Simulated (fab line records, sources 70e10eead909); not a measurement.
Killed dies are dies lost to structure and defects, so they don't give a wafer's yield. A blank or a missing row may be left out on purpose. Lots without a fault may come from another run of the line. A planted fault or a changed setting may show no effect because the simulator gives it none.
fab line records | flow nand_harc | part 2 of 2: steps 26 to 30 of 30
record lots=5 wafers=15 last_day=24
route steps=1159 shown A_CONTACT@874
lots that met no fault: from a run of the same line without faults
start_h: hours from the record's first day to the start of the lot's first wafer shown | wait_h: hours since the lot's step before | " the same as in the row above | L1.1+2: a row that stands for several wafers | - no value, or no start given | * or withheld: withheld | < > ~ a bound
route shown NAME@n: a module of which the file shows steps, and the number in the route of the first | usual: mean/standard deviation of fault-free wafers | same: alike in all rows | chamber/n: place in a boat | sites: the reading at each site | _std_site: their standard deviation | _edge_site: outer sites' mean less inner sites' | radius_mm: how far each site lies from the wafer's centre | mask NAME#n: copy n | behind: the tool/chamber that last shaped the wafer | hold: why the lot was held/for how many hours/how that ended | device: the transistor (n, p or np) that didn't switch | end of line: the same wafers' tests at the end of the route | a step without rows: its recipe alone | killed: dies lost to structure and defects at the first sort, not the wafer's yield | map: a wafer's dies, x killed, . not, _ none there
set.NAME: the setting as run; set.NAME@STEP: as run at that earlier step | model.NAME: the simulator's own value behind a step, which no gauge read
lots at some steps of the route; a table a step, a row a wafer
services: from which hour (start_h, from the record's first day; less than 0 if before it) a tool's chamber was out of use, for how many hours, and why
## steps
# step NHARC_A_CONTACT_DESCUM_74
# recipe time_s=3 o2_flow_sccm=200 ar_flow_sccm=0 bias_power_w=0 chemistry=O2
# usual drypump_motor_current_A=5.57/0.3 oes_product_au=1.000/0.0064 rf_vpp_V=57.9/0.91 showerhead_plenum_p_Torr=1.92/0.074 throttle_valve_pct=11.312/0.0075
# same time_s=3
# columns lot.wafer tool chamber start_h wait_h drypump_motor_current_A oes_product_au rf_hours_counter_h rf_vpp_V showerhead_plenum_p_Torr throttle_valve_pct
L076.4 rie_diel-02 0 384.68 0.1 5.65 0.996 24 59.5 2.01 11.308
L076.3 " 3 " " 4.92 1.004 19 58.1 1.88 11.301
L076.6 " 1 " " 5.81 1.001 - 58.2 1.88 11.313
L077.2 rie_diel-04 0 386.12 0.1 5.39 1.006 30 56.4 1.85 11.315
L077.5 " 0 " " 5.39 0.997 - 56.7 1.85 11.313
L077.6 " 1 " " 5.53 1.003 - 59.4 2.05 11.317
L079.1 rie_diel-04 0 414.89 0.1 5.36 0.992 39 57.0 1.84 11.307
L079.3 " 1 " " 5.53 1.009 40 57.0 2.04 11.311
L079.4 " 2 " " 5.06 1.004 42 59.6 1.91 11.316
L080.2 rie_diel-04 2 416.56 0.1 5.08 0.995 42 57.4 1.91 11.320
L080.1 " 3 " " 5.75 1.003 41 59.3 1.96 11.315
L080.6 " 0 " " 5.40 0.991 - 58.4 1.84 11.324
L096.1 rie_diel-12 1 510.51 0.1 5.79 1.002 23 57.5 1.89 11.304
L096.6 " 2 " " 5.87 0.987 - 57.8 1.83 11.301
L096.5 " 3 " " 5.46 1.002 - 56.8 1.83 11.295
# step NHARC_A_CONTACT_ETCH_75
# recipe target_depth_a=390 over_etch_frac=0.3 time_s=65 ion_energy_ev=80 cf4_flow_sccm=150 ar_flow_sccm=0 rf_w=300 bias_w=100 chemistry=CF4
# usual drypump_motor_current_A=5.6/0.32 oes_product_au=0.999/0.0065 rf_vpp_V=151.3/1 showerhead_plenum_p_Torr=1.78/0.061 throttle_valve_pct=13.285/0.0098
# same time_s=65
# columns lot.wafer tool chamber start_h wait_h drypump_motor_current_A oes_product_au rf_hours_counter_h rf_vpp_V showerhead_plenum_p_Torr throttle_valve_pct
L076.4 rie_diel-02 0 384.77 0.1 5.6 0.994 24 150.9 1.85 13.285
L076.3 " 2 " " 6.2 0.996 23 152.6 1.84 13.280
L076.6 " 0 " " 5.6 0.994 - 151.9 1.85 13.295
L077.2 rie_diel-04 2 386.26 0.1 5.1 1.018 33 151.3 1.77 13.298
L077.6 " 1 " " 5.6 0.996 - 151.8 1.88 13.278
L077.5 " 2 " " 5.0 1.008 - 150.1 1.77 13.287
L079.4 rie_diel-04 1 415.00 0.1 5.5 1.000 40 152.0 1.88 13.281
L079.1 " 2 " " 5.1 1.005 42 151.3 1.77 13.288
L079.3 " 3 " " 5.7 0.993 40 150.8 1.81 13.297
L080.2 rie_diel-04 3 416.63 0.1 5.7 1.001 41 151.8 1.81 13.276
L080.1 " 0 " " 5.4 1.001 40 150.6 1.71 13.291
L080.6 " 0 " " 5.4 0.987 - 149.8 1.71 13.294
L096.1 rie_diel-12 2 511.44 0.9 5.9 0.996 22 152.2 1.70 13.282
L096.5 " 2 " " 5.9 1.002 - 150.8 1.70 13.272
L096.6 " 3 " " 5.4 1.015 - 150.8 1.70 13.271
# step NHARC_A_CONTACT_ETCH_76
# recipe target_depth_a=2600 over_etch_frac=0.3 time_s=475.3 ion_energy_ev=200 n2_flow_sccm=150 h2_flow_sccm=150 ar_flow_sccm=0 rf_w=400 bias_w=150 chemistry=N2/H2
# usual drypump_motor_current_A=5.6/0.32 oes_product_au=1.000/0.007 rf_vpp_V=430.7/2.2 showerhead_plenum_p_Torr=2.04/0.077 throttle_valve_pct=14.172/0.0089
# same time_s=475.3
# columns lot.wafer tool chamber start_h wait_h drypump_motor_current_A oes_product_au rf_hours_counter_h rf_vpp_V showerhead_plenum_p_Torr throttle_valve_pct
L076.4 rie_diel-02 3 - - 4.9 0.994 20 430.6 2.01 14.163
L076.3 " 0 " " 5.6 0.992 24 433.7 2.15 14.167
L076.6 " 3 " " 4.9 1.006 - 429.2 2.01 14.156
L077.2 rie_diel-04 3 - - 5.8 1.002 31 431.1 2.09 14.167
L077.6 " 3 " " 5.8 0.999 - 431.7 2.09 14.168
L077.5 " 0 " " 5.4 0.993 - 429.3 1.97 14.173
L079.1 rie_diel-04 0 - - 5.4 0.994 40 428.7 1.96 14.156
L079.4 " 1 " " 5.5 0.996 40 435.6 2.18 14.181
L079.3 " 3 " " 5.7 0.999 40 431.7 2.09 14.166
L080.2 rie_diel-04 0 - - 5.4 0.993 40 428.6 1.96 14.163
L080.1 " 1 " " 5.5 0.999 40 434.1 2.18 14.173
L080.6 " 3 " " 5.8 1.002 - 431.8 2.09 14.169
L096.1 rie_diel-12 0 - - 5.5 1.002 23 433.2 2.13 14.186
L096.6 " 3 " " 5.4 1.006 - 427.5 1.95 14.164
L096.5 " 0 " " 5.5 1.002 - 433.8 2.13 14.191
# step NHARC_A_CONTACT_ETCH_77
# recipe target_depth_a=726 time_s=36.3 cf4_flow_sccm=100 chf3_flow_sccm=30 ar_flow_sccm=0 rf_w=500 bias_w=200 chemistry=CF4/CHF3
# usual drypump_motor_current_A=5.5/0.31 oes_product_au=0.938/0.023 rf_vpp_V=370.8/2 showerhead_plenum_p_Torr=1.58/0.056 throttle_valve_pct=16.802/0.0091
# same time_s=36.3
# columns lot.wafer tool chamber start_h wait_h drypump_motor_current_A oes_product_au rf_hours_counter_h rf_vpp_V showerhead_plenum_p_Torr throttle_valve_pct
L076.3 rie_diel-02 1 - - 5.9 0.967 23 369.6 1.55 16.823
L076.4 " 3 " " 4.9 0.979 20 369.5 1.55 16.787
L076.6 " 2 " " 6.2 0.969 - 372.0 1.63 16.807
L077.2 rie_diel-04 3 - - 5.7 0.929 31 371.1 1.61 16.818
L077.5 " 3 " " 5.7 0.927 - 371.6 1.61 16.801
L077.6 " 0 " " 5.4 0.922 - 368.3 1.52 16.810
L079.1 rie_diel-04 1 - - 5.6 0.943 40 373.8 1.67 16.801
L079.4 " 2 " " 5.1 0.940 42 371.9 1.57 16.795
L079.3 " 0 " " 5.4 0.936 40 368.8 1.52 16.809
L080.1 rie_diel-04 2 - - 5.0 0.928 43 371.0 1.57 16.808
L080.2 " 3 " " 5.7 0.931 41 373.0 1.61 16.813
L080.6 " 1 " " 5.6 0.934 - 374.1 1.67 16.792
L096.1 rie_diel-12 2 - - 5.9 0.921 22 369.0 1.51 16.799
L096.6 " 2 " " 5.9 0.921 - 368.3 1.51 16.807
L096.5 " 3 " " 5.4 0.916 - 369.4 1.51 16.800
# step NHARC_A_CONTACT_ETCH_78
# recipe target_depth_a=28000 over_etch_frac=0.3 time_s=728 ion_energy_ev=150 o2_flow_sccm=400 cos_flow_sccm=20 ar_flow_sccm=0 rf_w=500 bias_w=300 chemistry=O2/COS
# usual drypump_motor_current_A=5.57/0.29 oes_product_au=0.999/0.0069 rf_vpp_V=314.3/1.8 showerhead_plenum_p_Torr=3.12/0.11 throttle_valve_pct=28.331/0.0093
# same time_s=728
# columns lot.wafer tool chamber start_h wait_h drypump_motor_current_A oes_product_au rf_hours_counter_h rf_vpp_V showerhead_plenum_p_Torr throttle_valve_pct
L076.3 rie_diel-02 0 - - 5.66 0.992 25 315.6 3.27 28.325
L076.4 " 2 " " 6.22 0.998 23 314.7 3.24 28.345
L076.6 " 1 " " 5.81 0.994 - 313.1 3.07 28.338
L077.2 rie_diel-04 2 - - 5.08 1.013 33 313.0 3.12 28.337
L077.6 " 0 " " 5.41 1.003 - 311.6 3.02 28.331
L077.5 " 1 " " 5.55 1.002 - 316.5 3.33 28.341
L079.4 rie_diel-04 3 - - 5.74 0.998 40 313.5 3.19 28.323
L079.3 " 0 " " 5.35 1.001 40 313.6 3.01 28.319
L079.1 " 2 " " 5.07 1.008 42 314.4 3.12 28.327
L080.1 rie_diel-04 0 - - 5.42 0.993 40 313.4 3.01 28.338
L080.2 " 2 " " 5.10 1.004 43 315.0 3.12 28.341
L080.6 " 0 " " 5.40 0.993 - 313.0 3.01 28.307
L096.1 rie_diel-12 3 - - 5.42 1.008 23 312.2 3.00 28.321
L096.5 " 2 " " 5.87 0.999 - 312.9 3.00 28.342
L096.6 " 3 " " 5.47 0.999 - 311.8 3.00 28.336
## services
# columns tool chamber start_h hours kind
rie_diel-04 1 359.93 2.0 repair
arfi_scanner-01 - 365.41 8.1 repair
rie_diel-02 3 366.58 10.0 repair
wet_bench-05 - 372.80 8.0 pm
arfi_scanner-01 - 373.56 4.0 pm
rie_diel-12 - 379.56 9.0 pm
arfi_scanner-03 - 380.91 25.1 repair
har_cap_etch-01 - 381.60 1.5 repair
acl_dep-03 - 407.07 13.0 pm
pecvd-01 - 418.31 13.0 pm
litho_track-01 - 443.00 7.0 pm
rie_diel-02 3 445.76 3.6 repair
har_cap_etch-03 - 451.41 0.4 repair
rie_diel-04 1 463.98 8.4 repair
rie_diel-04 - 466.09 9.0 pm
litho_track-06 - 467.00 7.0 pm
pecvd-03 - 473.00 13.0 pm
litho_track-04 - 491.00 7.0 pm
rie_diel-02 - 491.24 0.7 repair
har_cap_etch-03 - 492.75 0.6 repair
rie_diel-12 2 493.22 6.1 repair
rie_diel-12 3 493.55 2.2 repair
rie_diel-02 3 495.51 2.1 repair
rie_diel-02 - 505.39 9.0 pm
